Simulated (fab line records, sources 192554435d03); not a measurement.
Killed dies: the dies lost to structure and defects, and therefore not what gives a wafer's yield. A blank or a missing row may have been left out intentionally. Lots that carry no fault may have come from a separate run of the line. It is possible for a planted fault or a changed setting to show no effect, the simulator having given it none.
fab line records :: flow n5_finfet :: part 2 of 2: steps 22 to 31 of 31
record:
  lots: 5
  wafers: 15
  last_day: 18
route steps=1938 shown FIN_CUT@178 STI_FIN_REVEAL@183
lots that met no fault: from a run of the same line without faults
start_h: hours from the record's first day to the start of the lot's first wafer shown :: wait_h: hours since the lot's step before :: " same as the row above :: L1.1+2: a row that stands for several wafers :: - value missing, or start not given :: * or withheld: withheld :: < > ~ a bound
route shown NAME@n: names a module that has steps shown in the file, with the first one's number in the route :: usual: mean/standard deviation taken from wafers without a fault :: same: alike in all rows :: chamber/n: place in a boat :: sites: per-site readings :: _std_site: standard deviation of those values :: _edge_site: outer sites' mean less inner sites' :: radius_mm: for every site, how far away it sits from the centre of the wafer :: mask NAME#n: copy n :: behind: the tool/chamber that last shaped the wafer :: hold: the reason the lot was held/the length of the hold in hours/how it ended :: device: transistor that didn't switch, given as n, p or np :: end of line: at the end of the route, the tests of the same wafers :: a step with no rows: only its recipe :: killed: at the first sort, the dies lost to defects and structure; wafer yield is something else :: map: a wafer's dies, marking killed ones x, the rest . and places with no die _
set.NAME: the setting as run; set.NAME@STEP: as run at that earlier step :: model.NAME: the simulator's own value behind a step, which no gauge read
a table for each step, a row for each wafer; lots at some steps of the route
services: the hour from which a tool's chamber was out of use, counted from the record's first day as start_h (under 0 if before that day), plus the number of hours and why
== steps ==
step: N5_STI_FIN_REVEAL_ETCH_34
recipe:
  chemistry: H2
  mode: isotropic
  material: Si
  target: Si
  target_depth_a: 9.7
  temp_c: 20
  pressure_mtorr: 4.5
  icp_w: 300
  bias_w: 0
  h2_flow_sccm: 7.5
  he_flow_sccm: 142.5
usual:
  chamber_pressure_mTorr: 4.500/0.0042
  drypump_motor_current_A: 5.6/0.62
  oes_product_au: 0.997/0.018
  rf_fwd_power_W: 296.7/1.3
  throttle_valve_pct: 25.8/0.49
lot.wafer: L076.2
tool: rie_si-03
chamber: 2
start_h: 49.57
wait_h: 0.1
chamber_pressure_mTorr: 4.495
drypump_motor_current_A: 5.7
oes_product_au: 0.995
rf_fwd_power_W: 297.0
rf_hours_counter_h: 144
throttle_valve_pct: 26.1

lot.wafer: L076.4
tool: rie_si-03
chamber: 0
start_h: 49.57
wait_h: 0.1
chamber_pressure_mTorr: 4.496
drypump_motor_current_A: 4.7
oes_product_au: 1.003
rf_fwd_power_W: 299.3
rf_hours_counter_h: 122
throttle_valve_pct: 25.8

lot.wafer: L076.6
tool: rie_si-03
chamber: 1
start_h: 49.57
wait_h: 0.1
chamber_pressure_mTorr: 4.509
drypump_motor_current_A: 4.8
oes_product_au: 1.008
rf_fwd_power_W: 296.8
rf_hours_counter_h: -
throttle_valve_pct: 26.2

lot.wafer: L079.1
tool: rie_si-03
chamber: 3
start_h: 66.45
wait_h: 0.2
chamber_pressure_mTorr: 4.493
drypump_motor_current_A: 6.2
oes_product_au: 0.972
rf_fwd_power_W: 296.8
rf_hours_counter_h: 17
throttle_valve_pct: 25.8

lot.wafer: L079.2
tool: rie_si-03
chamber: 0
start_h: 66.45
wait_h: 0.2
chamber_pressure_mTorr: 4.504
drypump_motor_current_A: 4.7
oes_product_au: 1.002
rf_fwd_power_W: 299.0
rf_hours_counter_h: 122
throttle_valve_pct: 25.8

lot.wafer: L079.4
tool: rie_si-03
chamber: 1
start_h: 66.45
wait_h: 0.2
chamber_pressure_mTorr: 4.495
drypump_motor_current_A: 4.8
oes_product_au: 1.002
rf_fwd_power_W: 295.3
rf_hours_counter_h: 90
throttle_valve_pct: 26.2

lot.wafer: L080.1
tool: rie_si-04
chamber: 1
start_h: 72.23
wait_h: 0.2
chamber_pressure_mTorr: 4.503
drypump_motor_current_A: 4.8
oes_product_au: 0.977
rf_fwd_power_W: 295.5
rf_hours_counter_h: 57
throttle_valve_pct: 26.8

lot.wafer: L080.2
tool: rie_si-04
chamber: 2
start_h: 72.23
wait_h: 0.2
chamber_pressure_mTorr: 4.496
drypump_motor_current_A: 4.8
oes_product_au: 0.965
rf_fwd_power_W: 296.2
rf_hours_counter_h: 115
throttle_valve_pct: 25.1

lot.wafer: L080.5
tool: rie_si-04
chamber: 1
start_h: 72.23
wait_h: 0.2
chamber_pressure_mTorr: 4.501
drypump_motor_current_A: 4.8
oes_product_au: 0.965
rf_fwd_power_W: 295.6
rf_hours_counter_h: -
throttle_valve_pct: 26.8

lot.wafer: L088.1
tool: rie_si-01
chamber: 3
start_h: 121.59
wait_h: 0.2
chamber_pressure_mTorr: 4.497
drypump_motor_current_A: 6.6
oes_product_au: 0.995
rf_fwd_power_W: 293.4
rf_hours_counter_h: 6
throttle_valve_pct: 25.8

lot.wafer: L088.3
tool: rie_si-01
chamber: 0
start_h: 121.59
wait_h: 0.2
chamber_pressure_mTorr: 4.503
drypump_motor_current_A: 5.8
oes_product_au: 1.011
rf_fwd_power_W: 297.0
rf_hours_counter_h: 3
throttle_valve_pct: 25.2

lot.wafer: L088.4
tool: rie_si-01
chamber: 2
start_h: 121.59
wait_h: 0.2
chamber_pressure_mTorr: 4.508
drypump_motor_current_A: 5.9
oes_product_au: 1.019
rf_fwd_power_W: 297.9
rf_hours_counter_h: 39
throttle_valve_pct: 25.6

lot.wafer: L097.1
tool: rie_si-04
chamber: 3
start_h: 178.48
wait_h: 0.2
chamber_pressure_mTorr: 4.498
drypump_motor_current_A: 5.5
oes_product_au: 1.009
rf_fwd_power_W: 297.3
rf_hours_counter_h: 88
throttle_valve_pct: 26.6

lot.wafer: L097.4
tool: rie_si-04
chamber: 0
start_h: 178.48
wait_h: 0.2
chamber_pressure_mTorr: 4.497
drypump_motor_current_A: 5.8
oes_product_au: 1.004
rf_fwd_power_W: 296.6
rf_hours_counter_h: 101
throttle_valve_pct: 25.2

lot.wafer: L097.6
tool: rie_si-04
chamber: 2
start_h: 178.48
wait_h: 0.2
chamber_pressure_mTorr: 4.498
drypump_motor_current_A: 4.8
oes_product_au: 0.960
rf_fwd_power_W: 295.7
rf_hours_counter_h: -
throttle_valve_pct: 25.1
step: N5_STI_FIN_REVEAL_OXIDATION_31
recipe:
  chemistry: O2_PLASMA_REMOTE
  temp_c: 150
  time_s: 20
  pressure_mtorr: 1000
  source_power_w: 2000
  o2_flow_sccm: 3000
usual:
  chamber_pressure_mTorr: 999.9/0.87
  drypump_motor_current_A: 5.32/0.22
  heater_power_w: 132/9.7
  rf_fwd_power_W: 1981/7.4
lot.wafer: L076.2
tool: plasma_asher-02
chamber: 0
start_h: 49.63
wait_h: 0.0
chamber_pressure_mTorr: 999.1
drypump_motor_current_A: 5.00
heater_power_w: 136
rf_fwd_power_W: 1987
rf_hours_counter_h: 77

lot.wafer: L076.4
tool: plasma_asher-02
chamber: 0
start_h: 49.63
wait_h: 0.0
chamber_pressure_mTorr: 999.1
drypump_motor_current_A: 5.01
heater_power_w: 134
rf_fwd_power_W: 1988
rf_hours_counter_h: -

lot.wafer: L076.6
tool: plasma_asher-02
chamber: 1
start_h: 49.63
wait_h: 0.0
chamber_pressure_mTorr: 1000.3
drypump_motor_current_A: 5.34
heater_power_w: 124
rf_fwd_power_W: 1967
rf_hours_counter_h: -

lot.wafer: L079.1
tool: plasma_asher-02
chamber: 1
start_h: 66.51
wait_h: 0.0
chamber_pressure_mTorr: 999.0
drypump_motor_current_A: 5.37
heater_power_w: 126
rf_fwd_power_W: 1959
rf_hours_counter_h: 80

lot.wafer: L079.2
tool: plasma_asher-02
chamber: 0
start_h: 66.51
wait_h: 0.0
chamber_pressure_mTorr: 998.9
drypump_motor_current_A: 4.99
heater_power_w: 136
rf_fwd_power_W: 1990
rf_hours_counter_h: 80

lot.wafer: L079.4
tool: plasma_asher-02
chamber: 1
start_h: 66.51
wait_h: 0.0
chamber_pressure_mTorr: 1001.6
drypump_motor_current_A: 5.35
heater_power_w: 127
rf_fwd_power_W: 1970
rf_hours_counter_h: -

lot.wafer: L080.1
tool: plasma_asher-01
chamber: 1
start_h: 72.29
wait_h: 0.0
chamber_pressure_mTorr: 1000.6
drypump_motor_current_A: 5.33
heater_power_w: 147
rf_fwd_power_W: 1969
rf_hours_counter_h: 43

lot.wafer: L080.2
tool: plasma_asher-01
chamber: 0
start_h: 72.29
wait_h: 0.0
chamber_pressure_mTorr: 999.9
drypump_motor_current_A: 5.65
heater_power_w: 122
rf_fwd_power_W: 1989
rf_hours_counter_h: 43

lot.wafer: L080.5
tool: plasma_asher-01
chamber: 0
start_h: 72.29
wait_h: 0.0
chamber_pressure_mTorr: 997.3
drypump_motor_current_A: 5.64
heater_power_w: 121
rf_fwd_power_W: 1984
rf_hours_counter_h: -

lot.wafer: L088.1
tool: plasma_asher-01
chamber: 0
start_h: 121.65
wait_h: 0.0
chamber_pressure_mTorr: 998.8
drypump_motor_current_A: 5.65
heater_power_w: 122
rf_fwd_power_W: 1986
rf_hours_counter_h: 53

lot.wafer: L088.3
tool: plasma_asher-01
chamber: 0
start_h: 121.65
wait_h: 0.0
chamber_pressure_mTorr: 999.3
drypump_motor_current_A: 5.64
heater_power_w: 121
rf_fwd_power_W: 1984
rf_hours_counter_h: -

lot.wafer: L088.4
tool: plasma_asher-01
chamber: 1
start_h: 121.65
wait_h: 0.0
chamber_pressure_mTorr: 1000.2
drypump_motor_current_A: 5.32
heater_power_w: 142
rf_fwd_power_W: 1974
rf_hours_counter_h: -

lot.wafer: L097.1
tool: plasma_asher-02
chamber: 0
start_h: 178.55
wait_h: 0.0
chamber_pressure_mTorr: 998.4
drypump_motor_current_A: 5.01
heater_power_w: 139
rf_fwd_power_W: 1984
rf_hours_counter_h: 101

lot.wafer: L097.4
tool: plasma_asher-02
chamber: 0
start_h: 178.55
wait_h: 0.0
chamber_pressure_mTorr: 999.4
drypump_motor_current_A: 5.02
heater_power_w: 133
rf_fwd_power_W: 1991
rf_hours_counter_h: -

lot.wafer: L097.6
tool: plasma_asher-02
chamber: 0
start_h: 178.55
wait_h: 0.0
chamber_pressure_mTorr: 1000.4
drypump_motor_current_A: 5.02
heater_power_w: 136
rf_fwd_power_W: 1995
rf_hours_counter_h: -
step: N5_STI_FIN_REVEAL_PRECLEAN_32
recipe:
  chemistry: NF3:NH3
  afs_cycles: 1
  temp_c: 30
  time_s: 20
  sublimation_temp_c: 180
  sublimation_time_s: 60
  pressure_torr: 3
  rf_power_w: 30
usual:
  sublimation_temp_c: 179.97/0.15
lot.wafer: L076.2
tool: remote_plasma-02
chamber: 0
start_h: 49.74
wait_h: 0.1
sublimation_temp_c: 179.93

lot.wafer: L076.4
tool: remote_plasma-02
chamber: 0
start_h: 49.74
wait_h: 0.1
sublimation_temp_c: 180.10

lot.wafer: L076.6
tool: remote_plasma-02
chamber: 0
start_h: 49.74
wait_h: 0.1
sublimation_temp_c: 180.11

lot.wafer: L079.1
tool: remote_plasma-02
chamber: 1
start_h: 66.60
wait_h: 0.1
sublimation_temp_c: 180.00

lot.wafer: L079.2
tool: remote_plasma-02
chamber: 1
start_h: 66.60
wait_h: 0.1
sublimation_temp_c: 179.88

lot.wafer: L079.4
tool: remote_plasma-02
chamber: 1
start_h: 66.60
wait_h: 0.1
sublimation_temp_c: 180.05

lot.wafer: L080.1
tool: remote_plasma-02
chamber: 1
start_h: 72.37
wait_h: 0.1
sublimation_temp_c: 179.84

lot.wafer: L080.2
tool: remote_plasma-02
chamber: 1
start_h: 72.37
wait_h: 0.1
sublimation_temp_c: 179.92

lot.wafer: L080.5
tool: remote_plasma-02
chamber: 1
start_h: 72.37
wait_h: 0.1
sublimation_temp_c: 179.90

lot.wafer: L088.1
tool: remote_plasma-01
chamber: 1
start_h: 121.73
wait_h: 0.1
sublimation_temp_c: 179.91

lot.wafer: L088.3
tool: remote_plasma-01
chamber: 1
start_h: 121.73
wait_h: 0.1
sublimation_temp_c: 179.85

lot.wafer: L088.4
tool: remote_plasma-01
chamber: 1
start_h: 121.73
wait_h: 0.1
sublimation_temp_c: 180.05

lot.wafer: L097.1
tool: remote_plasma-02
chamber: 0
start_h: 178.63
wait_h: 0.1
sublimation_temp_c: 179.97

lot.wafer: L097.4
tool: remote_plasma-02
chamber: 0
start_h: 178.63
wait_h: 0.1
sublimation_temp_c: 179.95

lot.wafer: L097.6
tool: remote_plasma-02
chamber: 0
start_h: 178.63
wait_h: 0.1
sublimation_temp_c: 180.11
step: N5_STI_FIN_REVEAL_STRIP_35
recipe:
  chemistry: H3PO4
  material: Si3N4
  temp_c: 165
  target_depth_a: 40
  time_s: 39
lot.wafer: L076.2+4+6
tool: wet_bench-05
chamber: 0,5,2
start_h: 49.92
wait_h: 0.2

lot.wafer: L079.1+2+4
tool: wet_bench-06
chamber: 4,7,1
start_h: 66.81
wait_h: 0.2

lot.wafer: L080.1+2+5
tool: wet_bench-01
chamber: 3,2,0
start_h: 72.58
wait_h: 0.2

lot.wafer: L088.1+3+4
tool: wet_bench-05
chamber: 5,7,0
start_h: 121.94
wait_h: 0.2

lot.wafer: L097.1+4+6
tool: wet_bench-01
chamber: 3,7,6
start_h: 178.84
wait_h: 0.2
step: N5_STI_FIN_REVEAL_SRD_21
recipe:
  dry: ipa_marangoni
  time_s: 30
  temp_c: 23
  rinse_liquid: diw
lot.wafer: L076.2+4+6
tool: wet_bench-05
chamber: 0,5,2
start_h: 49.94
wait_h: 0.0

lot.wafer: L079.1+2+4
tool: wet_bench-06
chamber: 4,7,1
start_h: 66.82
wait_h: 0.0

lot.wafer: L080.1+2+5
tool: wet_bench-01
chamber: 3,2,0
start_h: 72.59
wait_h: 0.0

lot.wafer: L088.1+3+4
tool: wet_bench-05
chamber: 5,7,0
start_h: 121.95
wait_h: 0.0

lot.wafer: L097.1+4+6
tool: wet_bench-01
chamber: 3,7,6
start_h: 178.86
wait_h: 0.0
step: N5_STI_FIN_REVEAL_OXIDATION_33
recipe:
  chemistry: O2_PLASMA_REMOTE
  temp_c: 150
  time_s: 20
  pressure_mtorr: 1000
  source_power_w: 2000
  o2_flow_sccm: 3000
usual:
  chamber_pressure_mTorr: 1000.0/0.94
  drypump_motor_current_A: 5.35/0.23
  heater_power_w: 132/9.8
  rf_fwd_power_W: 1980/6.9
lot.wafer: L076.2
tool: plasma_asher-01
chamber: 1
start_h: 49.98
wait_h: 0.0
chamber_pressure_mTorr: 998.4
drypump_motor_current_A: 5.34
heater_power_w: 142
rf_fwd_power_W: 1984
rf_hours_counter_h: 39

lot.wafer: L076.4
tool: plasma_asher-01
chamber: 1
start_h: 49.98
wait_h: 0.0
chamber_pressure_mTorr: 1000.0
drypump_motor_current_A: 5.34
heater_power_w: 142
rf_fwd_power_W: 1986
rf_hours_counter_h: -

lot.wafer: L076.6
tool: plasma_asher-01
chamber: 0
start_h: 49.98
wait_h: 0.0
chamber_pressure_mTorr: 1001.9
drypump_motor_current_A: 5.64
heater_power_w: 121
rf_fwd_power_W: 2000
rf_hours_counter_h: -

lot.wafer: L079.1
tool: plasma_asher-01
chamber: 1
start_h: 66.87
wait_h: 0.0
chamber_pressure_mTorr: 998.4
drypump_motor_current_A: 5.34
heater_power_w: 145
rf_fwd_power_W: 1978
rf_hours_counter_h: 41

lot.wafer: L079.2
tool: plasma_asher-01
chamber: 0
start_h: 66.87
wait_h: 0.0
chamber_pressure_mTorr: 999.7
drypump_motor_current_A: 5.61
heater_power_w: 122
rf_fwd_power_W: 1980
rf_hours_counter_h: 41

lot.wafer: L079.4
tool: plasma_asher-01
chamber: 0
start_h: 66.87
wait_h: 0.0
chamber_pressure_mTorr: 1000.6
drypump_motor_current_A: 5.63
heater_power_w: 120
rf_fwd_power_W: 1984
rf_hours_counter_h: -

lot.wafer: L080.1
tool: plasma_asher-01
chamber: 1
start_h: 72.64
wait_h: 0.0
chamber_pressure_mTorr: 999.8
drypump_motor_current_A: 5.35
heater_power_w: 142
rf_fwd_power_W: 1979
rf_hours_counter_h: 43

lot.wafer: L080.2
tool: plasma_asher-01
chamber: 0
start_h: 72.64
wait_h: 0.0
chamber_pressure_mTorr: 999.7
drypump_motor_current_A: 5.67
heater_power_w: 120
rf_fwd_power_W: 1991
rf_hours_counter_h: 43

lot.wafer: L080.5
tool: plasma_asher-01
chamber: 0
start_h: 72.64
wait_h: 0.0
chamber_pressure_mTorr: 1000.8
drypump_motor_current_A: 5.64
heater_power_w: 119
rf_fwd_power_W: 1985
rf_hours_counter_h: -

lot.wafer: L088.1
tool: plasma_asher-02
chamber: 0
start_h: 122.00
wait_h: 0.0
chamber_pressure_mTorr: 998.6
drypump_motor_current_A: 5.02
heater_power_w: 134
rf_fwd_power_W: 1991
rf_hours_counter_h: 91

lot.wafer: L088.3
tool: plasma_asher-02
chamber: 0
start_h: 122.00
wait_h: 0.0
chamber_pressure_mTorr: 1000.1
drypump_motor_current_A: 5.01
heater_power_w: 140
rf_fwd_power_W: 1989
rf_hours_counter_h: -

lot.wafer: L088.4
tool: plasma_asher-02
chamber: 1
start_h: 122.00
wait_h: 0.0
chamber_pressure_mTorr: 999.3
drypump_motor_current_A: 5.36
heater_power_w: 127
rf_fwd_power_W: 1981
rf_hours_counter_h: -

lot.wafer: L097.1
tool: plasma_asher-01
chamber: 0
start_h: 178.94
wait_h: 0.1
chamber_pressure_mTorr: 999.8
drypump_motor_current_A: 5.64
heater_power_w: 122
rf_fwd_power_W: 1973
rf_hours_counter_h: 63

lot.wafer: L097.4
tool: plasma_asher-01
chamber: 0
start_h: 178.94
wait_h: 0.1
chamber_pressure_mTorr: 1000.2
drypump_motor_current_A: 5.69
heater_power_w: 120
rf_fwd_power_W: 1981
rf_hours_counter_h: -

lot.wafer: L097.6
tool: plasma_asher-01
chamber: 0
start_h: 178.94
wait_h: 0.1
chamber_pressure_mTorr: 1000.8
drypump_motor_current_A: 5.67
heater_power_w: 118
rf_fwd_power_W: 1980
rf_hours_counter_h: -
step: N5_STI_FIN_REVEAL_CLEAN_19
recipe:
  chemistry: O3/DIW
  temp_c: 25
  time_s: 120
  o3_ppm: 10
usual:
  o3_ppm: 9.99/0.1
lot.wafer: L076.2
tool: wet_bench-06
chamber: 1
start_h: 50.07
wait_h: 0.1
o3_ppm: 10.01

lot.wafer: L076.4
tool: wet_bench-06
chamber: 3
start_h: 50.07
wait_h: 0.1
o3_ppm: 9.99

lot.wafer: L076.6
tool: wet_bench-06
chamber: 5
start_h: 50.07
wait_h: 0.1
o3_ppm: 9.98

lot.wafer: L079.1
tool: wet_bench-05
chamber: 5
start_h: 66.95
wait_h: 0.1
o3_ppm: 10.02

lot.wafer: L079.2
tool: wet_bench-05
chamber: 2
start_h: 66.95
wait_h: 0.1
o3_ppm: 10.03

lot.wafer: L079.4
tool: wet_bench-05
chamber: 0
start_h: 66.95
wait_h: 0.1
o3_ppm: 9.99

lot.wafer: L080.1
tool: wet_bench-01
chamber: 5
start_h: 72.72
wait_h: 0.1
o3_ppm: 9.93

lot.wafer: L080.2
tool: wet_bench-01
chamber: 4
start_h: 72.72
wait_h: 0.1
o3_ppm: 9.94

lot.wafer: L080.5
tool: wet_bench-01
chamber: 7
start_h: 72.72
wait_h: 0.1
o3_ppm: 10.05

lot.wafer: L088.1
tool: wet_bench-01
chamber: 1
start_h: 122.09
wait_h: 0.1
o3_ppm: 9.77

lot.wafer: L088.3
tool: wet_bench-01
chamber: 7
start_h: 122.09
wait_h: 0.1
o3_ppm: 10.00

lot.wafer: L088.4
tool: wet_bench-01
chamber: 2
start_h: 122.09
wait_h: 0.1
o3_ppm: 9.86

lot.wafer: L097.1
tool: wet_bench-01
chamber: 5
start_h: 179.02
wait_h: 0.1
o3_ppm: 9.77

lot.wafer: L097.4
tool: wet_bench-01
chamber: 4
start_h: 179.02
wait_h: 0.1
o3_ppm: 9.89

lot.wafer: L097.6
tool: wet_bench-01
chamber: 6
start_h: 179.02
wait_h: 0.1
o3_ppm: 9.95
step: N5_STI_FIN_REVEAL_SRD_23
recipe:
  dry: ipa_marangoni
  time_s: 30
  temp_c: 23
  rinse_liquid: diw
lot.wafer: L076.2+4+6
tool: wet_bench-06
chamber: 1,3,5
start_h: 50.11
wait_h: 0.0

lot.wafer: L079.1+2+4
tool: wet_bench-05
chamber: 5,2,0
start_h: 66.99
wait_h: 0.0

lot.wafer: L080.1+2+5
tool: wet_bench-01
chamber: 5,4,7
start_h: 72.76
wait_h: 0.0

lot.wafer: L088.1+3+4
tool: wet_bench-01
chamber: 1,7,2
start_h: 122.12
wait_h: 0.0

lot.wafer: L097.1+4+6
tool: wet_bench-01
chamber: 5,4,6
start_h: 179.06
wait_h: 0.0
step: N5_STI_FIN_REVEAL_CD_MEAS_22
recipe:
  target_cd_nm: 6.238
  pitch_nm: 28
  polarity: line
usual:
  cd_nm: 6.32/0.25
lot.wafer: L076.2
tool: cd_sem-02
chamber: -
start_h: 50.16
wait_h: 0.0
cd_nm: 6.35

lot.wafer: L076.4
tool: cd_sem-02
chamber: -
start_h: 50.16
wait_h: 0.0
cd_nm: 6.47

lot.wafer: L076.6
tool: cd_sem-02
chamber: -
start_h: 50.16
wait_h: 0.0
cd_nm: 5.92

lot.wafer: L079.1
tool: cd_sem-03
chamber: -
start_h: 67.04
wait_h: 0.0
cd_nm: 6.06

lot.wafer: L079.2
tool: cd_sem-03
chamber: -
start_h: 67.04
wait_h: 0.0
cd_nm: 5.98

lot.wafer: L079.4
tool: cd_sem-03
chamber: -
start_h: 67.04
wait_h: 0.0
cd_nm: 6.57

lot.wafer: L080.1
tool: cd_sem-03
chamber: -
start_h: 72.80
wait_h: 0.0
cd_nm: 6.77

lot.wafer: L080.2
tool: cd_sem-03
chamber: -
start_h: 72.80
wait_h: 0.0
cd_nm: 5.99

lot.wafer: L080.5
tool: cd_sem-03
chamber: -
start_h: 72.80
wait_h: 0.0
cd_nm: 6.53

lot.wafer: L088.1
tool: cd_sem-03
chamber: -
start_h: 122.16
wait_h: 0.0
cd_nm: 6.70

lot.wafer: L088.3
tool: cd_sem-03
chamber: -
start_h: 122.16
wait_h: 0.0
cd_nm: 6.27

lot.wafer: L088.4
tool: cd_sem-03
chamber: -
start_h: 122.16
wait_h: 0.0
cd_nm: 5.95

lot.wafer: L097.1
tool: cd_sem-02
chamber: -
start_h: 179.10
wait_h: 0.0
cd_nm: 6.66

lot.wafer: L097.4
tool: cd_sem-02
chamber: -
start_h: 179.10
wait_h: 0.0
cd_nm: 6.17

lot.wafer: L097.6
tool: cd_sem-02
chamber: -
start_h: 179.10
wait_h: 0.0
cd_nm: 6.53
step: N5_STI_FIN_REVEAL_FIN_H_MEAS_10
usual:
  trench_depth_nm: 51.5/0.86
lot.wafer: L076.2
tool: ocd-02
chamber: -
start_h: 50.19
wait_h: 0.0
trench_depth_nm: 50.9

lot.wafer: L076.4
tool: ocd-02
chamber: -
start_h: 50.19
wait_h: 0.0
trench_depth_nm: 50.6

lot.wafer: L076.6
tool: ocd-02
chamber: -
start_h: 50.19
wait_h: 0.0
trench_depth_nm: 50.9

lot.wafer: L079.1
tool: ocd-02
chamber: -
start_h: 67.07
wait_h: 0.0
trench_depth_nm: 51.1

lot.wafer: L079.2
tool: ocd-02
chamber: -
start_h: 67.07
wait_h: 0.0
trench_depth_nm: 50.4

lot.wafer: L079.4
tool: ocd-02
chamber: -
start_h: 67.07
wait_h: 0.0
trench_depth_nm: 49.4

lot.wafer: L080.1
tool: ocd-02
chamber: -
start_h: 72.83
wait_h: 0.0
trench_depth_nm: 50.4

lot.wafer: L080.2
tool: ocd-02
chamber: -
start_h: 72.83
wait_h: 0.0
trench_depth_nm: 51.5

lot.wafer: L080.5
tool: ocd-02
chamber: -
start_h: 72.83
wait_h: 0.0
trench_depth_nm: 50.4

lot.wafer: L088.1
tool: ocd-02
chamber: -
start_h: 122.19
wait_h: 0.0
trench_depth_nm: 50.9

lot.wafer: L088.3
tool: ocd-02
chamber: -
start_h: 122.19
wait_h: 0.0
trench_depth_nm: 52.5

lot.wafer: L088.4
tool: ocd-02
chamber: -
start_h: 122.19
wait_h: 0.0
trench_depth_nm: 51.0

lot.wafer: L097.1
tool: ocd-01
chamber: -
start_h: 179.13
wait_h: 0.0
trench_depth_nm: 51.8

lot.wafer: L097.4
tool: ocd-01
chamber: -
start_h: 179.13
wait_h: 0.0
trench_depth_nm: 51.1

lot.wafer: L097.6
tool: ocd-01
chamber: -
start_h: 179.13
wait_h: 0.0
trench_depth_nm: 52.7
== services ==
tool: wet_bench-06
chamber: -
start_h: 17.78
hours: 1.2
kind: repair

tool: rie_diel-05
chamber: 0
start_h: 20.51
hours: 15.5
kind: repair

tool: rie_si-01
chamber: 2
start_h: 21.23
hours: 1.0
kind: repair

tool: rie_si-04
chamber: 2
start_h: 23.34
hours: 3.4
kind: repair

tool: remote_plasma-01
chamber: -
start_h: 34.36
hours: 1.1
kind: repair

tool: ald_sin-03
chamber: -
start_h: 47.75
hours: 2.8
kind: pm

tool: ald_sin-04
chamber: 1
start_h: 47.91
hours: 8.5
kind: repair

tool: rie_diel-05
chamber: 3
start_h: 54.01
hours: 8.8
kind: repair

tool: ald_sin-03
chamber: 1
start_h: 74.73
hours: 13.9
kind: repair

tool: wet_bench-04
chamber: -
start_h: 75.31
hours: 4.4
kind: pm

tool: rie_diel-06
chamber: 0
start_h: 79.05
hours: 8.7
kind: repair

tool: rie_diel-02
chamber: 1
start_h: 87.10
hours: 2.7
kind: repair

tool: ald_sin-02
chamber: -
start_h: 87.48
hours: 14.0
kind: pm

tool: ald_sin-02
chamber: -
start_h: 101.48
hours: 2.8
kind: pm

tool: rie_diel-02
chamber: 0
start_h: 122.41
hours: 2.5
kind: repair

tool: rie_si-04
chamber: 2
start_h: 123.18
hours: 11.6
kind: repair

tool: ald_sin-04
chamber: 1
start_h: 126.36
hours: 4.3
kind: repair

tool: vapor_etch-01
chamber: 1
start_h: 128.25
hours: 3.4
kind: repair

tool: rie_si-03
chamber: 3
start_h: 134.26
hours: 7.4
kind: repair

tool: plasma_asher-02
chamber: -
start_h: 134.65
hours: 0.7
kind: repair

tool: rie_diel-02
chamber: 0
start_h: 151.41
hours: 1.6
kind: repair

tool: furnace-02
chamber: -
start_h: 155.02
hours: 6.7
kind: repair

tool: rie_diel-06
chamber: 2
start_h: 168.37
hours: 33.9
kind: repair

tool: rie_si-03
chamber: -
start_h: 174.90
hours: 14.6
kind: pm
